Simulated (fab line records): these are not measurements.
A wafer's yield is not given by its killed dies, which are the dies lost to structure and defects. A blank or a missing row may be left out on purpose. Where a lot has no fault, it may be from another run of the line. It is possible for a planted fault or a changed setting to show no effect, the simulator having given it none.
fab line records -- flow n5_finfet
[record] lots = 9, wafers = 27, last_day = 18
route steps=1938 shown BEOL_M0_SAQP@672 BEOL_M0_CUTY@709 BEOL_M4@1111 PASSIVATION@1936
lots untouched by any fault: they come from a run of this same line in which no faults occurred
start_h: start of the lot's first displayed wafer, in hours after the record's first day -- wait_h: hours from the lot's prior step to this one -- " unchanged from the row above -- L1.1+2: a single row standing in for several wafers -- - value missing, or start not given -- * or withheld: withheld -- < > ~ a bound
route shown NAME@n: NAME is a module with steps in the file, n the number in the route of the first one -- usual: average and standard deviation across the fault-free wafers -- same: alike in all rows -- chamber/n: place in a boat -- sites: per-site readings -- _std_site: how widely they spread, as a standard deviation -- _edge_site: mean of outer sites minus mean of inner sites -- radius_mm: for every site, how far away it sits from the centre of the wafer -- mask NAME#n: copy n -- behind: the last tool/chamber to shape the wafer -- hold: why the lot was held/for how many hours/how that ended -- device: transistor that didn't switch, given as n, p or np -- end of line: the same wafers' tests at the end of the route -- a step without rows: its recipe alone -- killed: not the wafer's yield, but the dies lost to structure and defects at the first sort -- map: a wafer's dies, x killed, . not, _ none there
set.NAME: the setting the step ran with; set.NAME@STEP: the setting that earlier step ran with -- model.NAME: the simulator's own value behind a step, which no gauge read
one table for each step of the route and one row for each wafer, over a sample of lots
services: the hour from which a tool's chamber was out of use, counted from the record's first day as start_h (under 0 if before that day), plus the number of hours and why
[[steps]]
[step N5_BEOL_M0_SAQP_ETCH_106]
[recipe] chemistry = N2/H2, target = SOC, target_depth_a = 1500, stop_on = SiNx, ion_energy_ev = 100, bias_w = 61, pressure_mtorr = 30, source_w = 850, n2_flow_sccm = 200, h2_flow_sccm = 200
[usual] bias_w = 60.99/0.19, chamber_pressure_mTorr = 30.00/0.032, drypump_motor_current_A = 5.7/0.39, oes_product_au = 0.78/0.056, rf_vpp_V = 240.8/1.6, showerhead_plenum_p_Torr = 2.55/0.097, throttle_valve_pct = 17.75/0.23
lot.wafer,tool,chamber,start_h,wait_h,bias_w,chamber_pressure_mTorr,drypump_motor_current_A,oes_product_au,rf_hours_counter_h,rf_vpp_V,showerhead_plenum_p_Torr,throttle_valve_pct
L894.2,rie_diel-03,1,116.54,-,60.48,29.98,5.4,0.91,18,239.9,2.47,17.32
L894.4,rie_diel-03,0,116.54,-,60.91,29.99,5.5,0.77,143,239.5,2.55,17.64
L894.6,rie_diel-03,0,116.54,-,61.25,29.98,5.5,0.76,-,241.6,2.55,17.61
L896.1,rie_diel-05,3,126.01,-,60.84,30.03,6.1,0.78,129,241.3,2.56,17.86
L896.3,rie_diel-05,2,126.01,-,60.96,29.99,4.8,0.89,31,242.4,2.59,17.51
L896.5,rie_diel-05,1,126.01,-,61.31,30.04,6.5,0.67,-,240.0,2.49,17.97
L897.2,rie_diel-03,3,131.94,-,61.09,29.99,5.1,0.83,74,242.0,2.68,17.79
L897.4,rie_diel-03,2,131.94,-,60.87,30.02,6.1,0.75,150,239.0,2.44,17.45
L897.5,rie_diel-03,0,131.94,-,60.77,30.00,5.4,0.76,-,240.8,2.55,17.63
L906.3,rie_diel-06,1,197.99,-,61.11,30.01,5.5,0.79,124,238.0,2.36,18.06
L906.5,rie_diel-06,2,197.99,-,61.12,29.97,6.0,0.77,-,241.1,2.57,18.12
L906.6,rie_diel-06,1,197.99,-,61.22,30.01,5.5,0.78,-,237.2,2.36,18.06
L908.1,rie_diel-03,2,199.82,-,61.00,30.00,6.1,0.74,172,239.4,2.43,17.49
L908.3,rie_diel-03,0,199.82,-,61.11,29.98,5.5,0.74,169,240.8,2.54,17.68
L908.4,rie_diel-03,1,199.82,-,60.67,30.00,5.4,0.86,45,238.3,2.46,17.37
L911.2,rie_diel-05,3,217.69,-,60.75,30.01,6.1,0.75,160,241.5,2.55,17.92
L911.5,rie_diel-05,0,217.69,-,61.19,30.00,5.6,0.70,-,240.0,2.51,17.94
L911.6,rie_diel-05,1,217.69,-,61.16,29.99,6.5,0.90,-,241.5,2.49,17.59
L912.1,rie_diel-03,1,222.06,-,61.08,29.91,5.4,0.85,53,239.4,2.46,17.37
L912.4,rie_diel-03,3,222.06,-,61.19,29.97,5.1,0.80,102,243.7,2.67,17.85
L912.5,rie_diel-03,0,222.06,-,61.03,30.02,5.5,0.74,-,239.7,2.54,17.69
L913.1,rie_diel-06,1,225.53,-,60.67,30.05,5.6,0.78,132,238.0,2.36,18.09
L913.5,rie_diel-06,0,225.53,-,60.69,30.03,5.9,0.73,-,243.0,2.65,17.66
L913.6,rie_diel-06,3,225.53,-,61.15,29.94,5.7,0.72,-,242.0,2.63,17.72
L915.1,rie_diel-05,1,247.22,-,60.85,30.00,6.5,0.88,25,241.1,2.48,17.61
L915.3,rie_diel-05,3,247.22,-,61.17,30.04,6.1,0.75,170,241.5,2.54,17.92
L915.5,rie_diel-05,2,247.22,-,61.31,29.97,4.9,0.84,-,242.2,2.58,17.58
[step N5_BEOL_M0_SAQP_INSPECT_42]
[recipe] mode = adi, inspect_instrument = brightfield
[usual] raw_defect_count = 278/65
lot.wafer,tool,chamber,start_h,wait_h,raw_defect_count
L894.2,defect_inspect-01,-,118.11,0.0,186
L894.4,defect_inspect-01,-,118.11,0.0,228
L894.6,defect_inspect-01,-,118.11,0.0,181
L896.1,defect_inspect-02,-,127.96,0.1,240
L896.3,defect_inspect-02,-,127.96,0.1,222
L896.5,defect_inspect-02,-,127.96,0.1,221
L897.2,defect_inspect-01,-,133.53,0.0,341
L897.4,defect_inspect-01,-,133.53,0.0,314
L897.5,defect_inspect-01,-,133.53,0.0,261
L906.3,defect_inspect-02,-,199.53,0.0,312
L906.5,defect_inspect-02,-,199.53,0.0,199
L906.6,defect_inspect-02,-,199.53,0.0,263
L908.1,defect_inspect-02,-,202.06,0.1,263
L908.3,defect_inspect-02,-,202.06,0.1,157
L908.4,defect_inspect-02,-,202.06,0.1,291
L911.2,defect_inspect-02,-,219.31,0.0,169
L911.5,defect_inspect-02,-,219.31,0.0,340
L911.6,defect_inspect-02,-,219.31,0.0,224
L912.1,defect_inspect-02,-,223.55,0.1,338
L912.4,defect_inspect-02,-,223.55,0.1,282
L912.5,defect_inspect-02,-,223.55,0.1,305
L913.1,defect_inspect-01,-,226.98,0.1,183
L913.5,defect_inspect-01,-,226.98,0.1,240
L913.6,defect_inspect-01,-,226.98,0.1,188
L915.1,defect_inspect-01,-,249.34,0.1,340
L915.3,defect_inspect-01,-,249.34,0.1,262
L915.5,defect_inspect-01,-,249.34,0.1,323
[step N5_BEOL_M0_SAQP_ETCH_49]
[recipe] chemistry = CF4/O2, target_depth_a = 370, target = SiO2, pressure_mtorr = 40, source_w = 535, bias_w = 49, Ar_flow_sccm = 100, cf4_flow_sccm = 100, O2_flow_sccm = 10, ion_energy_ev = 100
[usual] O2_flow_sccm = 9.99/0.03, bias_w = 49.03/0.15, drypump_motor_current_A = 5.7/0.41, oes_product_au = 0.79/0.063, rf_vpp_V = 241/5, showerhead_plenum_p_Torr = 2.20/0.079, throttle_valve_pct = 15.82/0.16
lot.wafer,tool,chamber,start_h,wait_h,O2_flow_sccm,bias_w,drypump_motor_current_A,oes_product_au,rf_hours_counter_h,rf_vpp_V,showerhead_plenum_p_Torr,throttle_valve_pct
L894.2,rie_diel-05,2,119.28,0.4,9.94,49.15,4.9,0.90,29,237,2.26,15.67
L894.4,rie_diel-05,0,119.28,0.4,9.96,49.03,5.6,0.72,186,236,2.20,15.98
L894.6,rie_diel-05,0,119.28,0.4,9.92,49.18,5.6,0.72,-,235,2.20,15.98
L896.1,rie_diel-06,3,128.81,0.3,-,-,-,-,-,-,-,-
L896.3,rie_diel-06,1,128.81,0.3,-,-,-,-,-,-,-,-
L896.5,rie_diel-06,3,128.81,0.3,-,-,-,-,-,-,-,-
L897.2,rie_diel-03,2,134.38,0.3,-,-,-,-,-,-,-,-
L897.4,rie_diel-03,1,134.38,0.3,-,-,-,-,-,-,-,-
L897.5,rie_diel-03,1,134.38,0.3,-,-,-,-,-,-,-,-
L906.3,rie_diel-06,2,200.49,0.4,10.07,49.20,6.0,0.77,116,236,2.22,16.02
L906.5,rie_diel-06,0,200.49,0.4,9.97,49.16,5.9,0.75,-,243,2.29,15.75
L906.6,rie_diel-06,1,200.49,0.4,10.04,49.05,5.6,0.79,-,242,2.05,15.95
L908.1,rie_diel-05,2,202.99,0.3,9.98,49.03,4.8,0.86,56,236,2.25,15.73
L908.3,rie_diel-05,3,202.99,0.3,9.95,48.94,6.1,0.76,155,244,2.19,15.75
L908.4,rie_diel-05,0,202.99,0.3,10.00,49.06,5.6,0.69,210,235,2.19,16.04
L911.2,rie_diel-06,0,220.31,0.3,10.05,49.30,5.9,0.74,175,244,2.29,15.75
L911.5,rie_diel-06,1,220.31,0.3,10.00,49.08,5.6,0.79,-,242,2.05,15.97
L911.6,rie_diel-06,0,220.31,0.3,10.00,49.11,5.9,0.74,-,243,2.29,15.76
L912.1,rie_diel-06,1,224.40,0.3,10.00,48.80,5.5,0.79,132,242,2.05,15.98
L912.4,rie_diel-06,2,224.40,0.3,10.01,49.15,6.1,0.77,122,236,2.22,16.05
L912.5,rie_diel-06,0,224.40,0.3,10.04,49.35,5.9,0.73,-,244,2.29,15.77
L913.1,rie_diel-03,2,227.83,0.3,10.02,48.97,6.1,0.73,181,243,2.11,15.60
L913.5,rie_diel-03,0,227.83,0.3,9.98,49.16,5.5,0.74,-,247,2.19,15.73
L913.6,rie_diel-03,1,227.83,0.3,9.98,48.88,5.4,0.87,-,232,2.15,15.62
L915.1,rie_diel-06,0,250.42,0.3,9.96,48.97,5.9,0.73,184,243,2.28,15.79
L915.3,rie_diel-06,1,250.42,0.3,9.96,48.68,5.5,0.78,140,241,2.04,15.99
L915.5,rie_diel-06,1,250.42,0.3,9.94,48.70,5.5,0.78,-,243,2.04,15.98
[step N5_BEOL_M0_SAQP_STRIP_75]
[recipe] chemistry = CF4, resist = SiARC, power_w = 300, bias_power_w = 75, pressure_mtorr = 50, cf4_flow_sccm = 150, rf_frequency_hz = 6e+07
[usual] drypump_motor_current_A = 5.7/0.41, oes_product_au = 0.182/0.014, rf_vpp_V = 271.0/1.6, showerhead_plenum_p_Torr = 1.80/0.062, throttle_valve_pct = 13.56/0.17
lot.wafer,tool,chamber,start_h,wait_h,drypump_motor_current_A,oes_product_au,rf_hours_counter_h,rf_vpp_V,showerhead_plenum_p_Torr,throttle_valve_pct
L894.2,rie_diel-05,2,119.38,0.1,4.8,0.214,29,272.2,1.83,13.33
L894.4,rie_diel-05,0,119.38,0.1,5.6,0.168,186,272.4,1.80,13.77
L894.6,rie_diel-05,0,119.38,0.1,5.6,0.175,-,270.8,1.80,13.78
L896.1,rie_diel-06,3,128.91,0.1,5.7,0.751,140,273.0,1.86,13.52
L896.3,rie_diel-06,1,128.91,0.1,5.5,0.791,106,267.0,1.69,13.70
L896.5,rie_diel-06,3,128.91,0.1,5.7,0.758,-,272.4,1.86,13.52
L897.2,rie_diel-03,2,134.48,0.1,6.2,0.748,152,269.7,1.73,13.31
L897.4,rie_diel-03,1,134.48,0.1,5.4,0.892,23,270.9,1.76,13.25
L897.5,rie_diel-03,1,134.48,0.1,5.4,0.885,-,269.3,1.76,13.24
L906.3,rie_diel-06,2,200.59,0.1,6.1,0.183,116,271.1,1.80,13.72
L906.5,rie_diel-06,0,200.59,0.1,5.9,0.178,-,273.5,1.88,13.56
L906.6,rie_diel-06,1,200.59,0.1,5.5,0.180,-,269.4,1.68,13.75
L908.1,rie_diel-05,2,203.09,0.1,4.9,0.198,56,272.2,1.82,13.40
L908.3,rie_diel-05,3,203.09,0.1,6.1,0.184,155,270.2,1.78,13.49
L908.4,rie_diel-05,0,203.09,0.1,5.6,0.164,210,270.1,1.79,13.81
L911.2,rie_diel-06,0,220.41,0.1,5.9,0.174,175,272.2,1.87,13.59
L911.5,rie_diel-06,1,220.41,0.1,5.5,0.181,-,266.7,1.68,13.76
L911.6,rie_diel-06,0,220.41,0.1,5.9,0.173,-,272.1,1.87,13.58
L912.1,rie_diel-06,1,224.50,0.1,5.5,0.178,132,267.1,1.68,13.78
L912.4,rie_diel-06,2,224.50,0.1,6.0,0.177,122,272.1,1.80,13.75
L912.5,rie_diel-06,0,224.50,0.1,5.9,0.167,-,272.3,1.87,13.57
L913.1,rie_diel-03,2,227.93,0.1,6.1,0.180,181,270.1,1.72,13.37
L913.5,rie_diel-03,0,227.93,0.1,5.5,0.174,-,270.8,1.79,13.54
L913.6,rie_diel-03,1,227.93,0.1,5.4,0.189,-,268.4,1.75,13.31
L915.1,rie_diel-06,0,250.52,0.1,5.9,0.171,184,272.4,1.87,13.62
L915.3,rie_diel-06,1,250.52,0.1,5.5,0.180,140,270.1,1.68,13.80
L915.5,rie_diel-06,1,250.52,0.1,5.5,0.181,-,269.3,1.68,13.77
[step N5_BEOL_M0_CUTY_OVL_MEAS_58]
[recipe] points_per_wafer = 44
[usual] M0_ABLK_OVL = -0.6/0.71
lot.wafer,tool,chamber,start_h,wait_h,M0_ABLK_OVL[nm]
L894.2,overlay-01,0,119.80,0.0,0.7
L894.4,overlay-01,0,119.80,0.0,-0.6
L894.6,overlay-01,0,119.80,0.0,0.0
L906.3,overlay-01,0,201.02,0.0,-1.4
L906.5,overlay-01,0,201.02,0.0,-1.1
L906.6,overlay-01,0,201.02,0.0,-1.7
L908.1,overlay-02,0,203.40,0.0,-1.6
L908.3,overlay-02,0,203.40,0.0,-0.8
L908.4,overlay-02,0,203.40,0.0,-1.4
L911.2,overlay-02,0,220.83,0.0,-1.4
L911.5,overlay-02,0,220.83,0.0,-0.8
L911.6,overlay-02,0,220.83,0.0,-1.6
L912.1,overlay-02,0,224.92,0.0,-0.4
L912.4,overlay-02,0,224.92,0.0,-1.1
L912.5,overlay-02,0,224.92,0.0,0.0
L913.1,overlay-02,0,228.23,0.0,-1.4
L913.5,overlay-02,0,228.23,0.0,0.2
L913.6,overlay-02,0,228.23,0.0,-0.9
L915.1,overlay-02,0,250.95,0.0,1.1
L915.3,overlay-02,0,250.95,0.0,0.5
L915.5,overlay-02,0,250.95,0.0,0.8
[step N5_BEOL_M4_RC_MEAS_101]
[usual] DIBL_N = 36.7/1.8, DIBL_P = 37.0/2.4, IOFF_N = 0.17/0.036, IOFF_P = 0.22/0.042, ION_N = 673/12, ION_P = 462/8.5, SS_N = 71.7/0.62, SS_P = 73.4/0.65, VT_N = 250/3.7, VT_P = -250/3.7
lot.wafer,tool,chamber,start_h,wait_h,DIBL_N[mV/V],DIBL_P[mV/V],IOFF_N[nA/um],IOFF_P[nA/um],ION_N[uA/um],ION_P[uA/um],SS_N[mV/dec],SS_P[mV/dec],VT_N[mV],VT_P[mV]
L894.2,prober-02,0,188.56,0.2,38.5,39.0,0.19,0.25,671,461,71.5,73.3,250,-250
L894.4,prober-02,0,188.56,0.2,38.2,39.0,0.21,0.24,675,460,71.9,74.6,245,-250
L894.6,prober-02,0,188.56,0.2,37.8,37.4,0.19,0.22,667,457,72.0,73.4,250,-249
L908.1,prober-02,0,269.87,0.0,38.3,41.0,0.20,0.29,686,484,72.5,74.2,246,-244
L908.3,prober-02,0,269.87,0.0,36.7,38.9,0.19,0.27,693,477,71.0,73.6,246,-244
L908.4,prober-02,0,269.87,0.0,38.1,40.2,0.22,0.29,693,479,71.9,73.2,241,-246
L906.3,prober-01,0,271.27,0.3,34.9,37.2,0.14,0.22,669,465,70.8,73.9,252,-251
L906.5,prober-01,0,271.27,0.3,35.1,36.2,0.13,0.19,664,460,71.2,74.0,255,-253
L906.6,prober-01,0,271.27,0.3,34.5,36.0,0.13,0.19,674,463,71.3,73.4,250,-253
L911.2,prober-02,0,287.12,0.2,38.5,35.5,0.19,0.22,677,463,73.4,73.6,249,-246
L911.5,prober-02,0,287.12,0.2,36.2,32.7,0.14,0.17,662,453,71.1,72.6,253,-251
L911.6,prober-02,0,287.12,0.2,35.7,33.9,0.16,0.20,686,471,71.4,72.8,250,-249
L913.1,prober-01,0,300.55,0.0,35.7,34.9,0.15,0.19,678,461,71.4,73.1,251,-249
L913.5,prober-01,0,300.55,0.0,36.7,36.2,0.17,0.22,686,464,71.0,73.8,250,-249
L913.6,prober-01,0,300.55,0.0,32.1,30.0,0.10,0.14,662,456,70.7,72.4,256,-255
L912.1,prober-02,0,300.73,0.0,39.0,38.1,0.20,0.21,679,459,72.0,72.6,248,-252
L912.4,prober-02,0,300.73,0.0,38.3,37.9,0.18,0.22,678,469,72.0,73.0,247,-251
L912.5,prober-02,0,300.73,0.0,39.3,38.2,0.21,0.22,677,456,72.1,73.0,248,-249
L915.1,prober-02,0,330.73,0.0,37.6,38.4,0.18,0.24,684,467,72.0,72.7,248,-250
L915.3,prober-02,0,330.73,0.0,36.9,37.5,0.16,0.22,671,460,71.8,73.1,249,-254
L915.5,prober-02,0,330.73,0.0,36.6,37.7,0.16,0.23,676,469,71.8,73.9,249,-251
[step N5_PASSIVATION_PROBE_49]
[usual] defect_limited_yield = 91.1/1.4, killed_at_M0_to_M3 = 32/9.3, killed_at_M4_up = 13/5.8, killed_at_contacts = 12/6.3, killed_at_front_end = 44/12, killed_at_other = 3.6/2.7, killed_dies = 104/17, killed_on_rim = 14/3.9, killed_open = 69/13, killed_short = 34/6.9, sort_bin_5_function = 5.2/0.98, sort_bin_6_memory = 3.3/0.59, sort_n_pass = 1075/17, sort_yield_pct = 91.1/1.4
[same] gross_dies = 1180, killed_at_back_side = 0, sort_bin_4_leakage[%] = 0, sort_bin_8_speed[%] = 0
lot.wafer,tool,chamber,start_h,wait_h,defect_limited_yield[%],killed_at_M0_to_M3,killed_at_M4_up,killed_at_contacts,killed_at_front_end,killed_at_other,killed_dies,killed_on_rim,killed_open,killed_short,sort_bin_5_function[%],sort_bin_6_memory[%],sort_n_pass,sort_yield_pct[%]
L896.1,prober-02,-,318.92,0.0,0,1119,14,4,38,5,1180,152,56,35,96.4,3.1,0,0
L896.3,prober-02,-,319.02,0.1,0,1129,13,9,24,5,1180,152,65,22,97.6,2.2,0,0
L896.5,prober-02,-,319.12,0.2,0,1122,9,7,40,2,1180,152,50,34,97.2,2.5,0,0
L897.2,prober-01,-,332.41,0.1,0,1097,28,8,44,3,1180,152,62,48,96.4,3.2,0,0
L897.4,prober-01,-,332.51,0.2,0,1132,9,5,34,0,1180,152,50,20,97.0,2.8,0,0
L897.5,prober-01,-,332.56,0.2,0,1089,22,7,60,2,1180,152,71,44,95.8,3.6,0,0
// killed by level:class
L896.1 BEOL_M0_SAQP:area_etch=1087 FIN_SAQP:geometric_particle:short=10 FIN_SAQP:geometric_particle:open=9 BEOL_M3:geometric_particle:open=9 BEOL_M0_SAQP:geometric_particle:short=8 STI_FIN_REVEAL:geometric_particle:open=6 BEOL_M0_SAQP:geometric_particle:open=4 BEOL_M1:geometric_particle:open=4
L896.3 BEOL_M0_SAQP:area_etch=1093 BEOL_M0_SAQP:geometric_particle:short=9 BEOL_M3:geometric_particle:open=8 BEOL_M2:geometric_particle:open=7 MOL_CONTACT_COAG:geometric_particle:open=6 BEOL_M1:geometric_particle:open=6 BEOL_M6:geometric_particle:open=5 ILD0:geometric_particle:open=5
L896.5 BEOL_M0_SAQP:area_etch=1095 BEOL_M2:geometric_particle:open=9 FIN_SAQP:geometric_particle:short=8 STI_FIN_REVEAL:geometric_particle:open=8 MOL_CONTACT_COAG:geometric_particle:open=6 GATE_CUT:geometric_particle:short=5 BEOL_M3:geometric_particle:open=5 DUMMY_GATE:geometric_particle:open=4
L897.2 BEOL_M0_SAQP:area_etch=1070 BEOL_M4:geometric_particle:open=16 FIN_SAQP:geometric_particle:short=14 FIN_SAQP:geometric_particle:open=8 BEOL_M2:geometric_particle:open=6 DUMMY_GATE:geometric_particle:open=5 BEOL_M3:geometric_particle:open=4 MOL_CONTACT_COAG:geometric_particle:open=4
L897.4 BEOL_M0_SAQP:area_etch=1108 BEOL_M2:geometric_particle:open=8 STI_FIN_REVEAL:geometric_particle:open=7 DUMMY_GATE:geometric_particle:open=7 BEOL_M1:geometric_particle:open=6 FIN_SAQP:geometric_particle:open=5 FIN_SAQP:geometric_particle:short=4 MOL_CONTACT_COAG:geometric_particle:open=4
L897.5 BEOL_M0_SAQP:area_etch=1061 FIN_SAQP:geometric_particle:short=15 FIN_SAQP:geometric_particle:open=12 STI_FIN_REVEAL:geometric_particle:open=10 BEOL_M2:geometric_particle:open=8 BEOL_M1:geometric_particle:open=7 BEOL_M4:geometric_particle:open=6 BEOL_M5:geometric_particle:open=6
[[services]]
tool,chamber,start_h,hours,kind
rie_diel-06,1,99.01,14.3,repair
rie_diel-03,2,102.53,7.6,repair
rie_diel-05,1,134.88,12.3,repair
rie_diel-06,1,142.70,5.8,repair
rie_diel-05,1,150.32,-,clean
rie_diel-05,1,150.32,-,consumable_replace:focus_ring
rie_diel-05,1,150.32,18.0,scheduled_down
rie_diel-05,1,150.32,18.0,vent_cycle
rie_diel-06,2,160.23,3.0,repair
rie_diel-05,-,171.20,2.8,pm
rie_diel-06,-,190.75,2.8,pm
rie_diel-05,0,192.21,5.8,repair
rie_diel-05,-,195.70,0.7,repair
rie_diel-03,2,225.59,2.0,repair
rie_diel-05,0,241.22,3.8,repair
[[key]]
[first_sign] step = N5_BEOL_M0_SAQP_ETCH_49, reading = tool_record, direction = missing
[effect] step = N5_BEOL_M0_SAQP_STRIP_75, reading = oes_product_au, direction = up, sigmas = 43, usual = 0.182, struck = 0.804
[effect] step = N5_PASSIVATION_PROBE_49, reading = killed_at_M0_to_M3, direction = up, sigmas = 99+, usual = 32, struck = 1115
[more_kills_born_at] N5_BEOL_M0_SAQP_ETCH_49@rie_diel-06 = 3275, N5_BEOL_M0_SAQP_ETCH_49@rie_diel-03 = 3239
met_at N5_BEOL_M0_SAQP_ETCH_49
struck_lots L896,L897
later_rows_left_out L896.1,L896.3,L896.5,L897.2,L897.4,L897.5
not_acting_at N5_BEOL_M0_SAQP_ETCH_106,N5_BEOL_M0_SAQP_INSPECT_42,N5_BEOL_M0_CUTY_OVL_MEAS_58
[fault] kind = skipped_step_whole, tool = rie_diel-03,rie_diel-06, chamber = -, onset_h = 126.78, steps = N5_BEOL_M0_SAQP_ETCH_49, scope = struck_lots_only
// later_rows_left_out: the simulator's readings of these wafers behind a module that went badly wrong aren't trusted and aren't shown, but for the sort
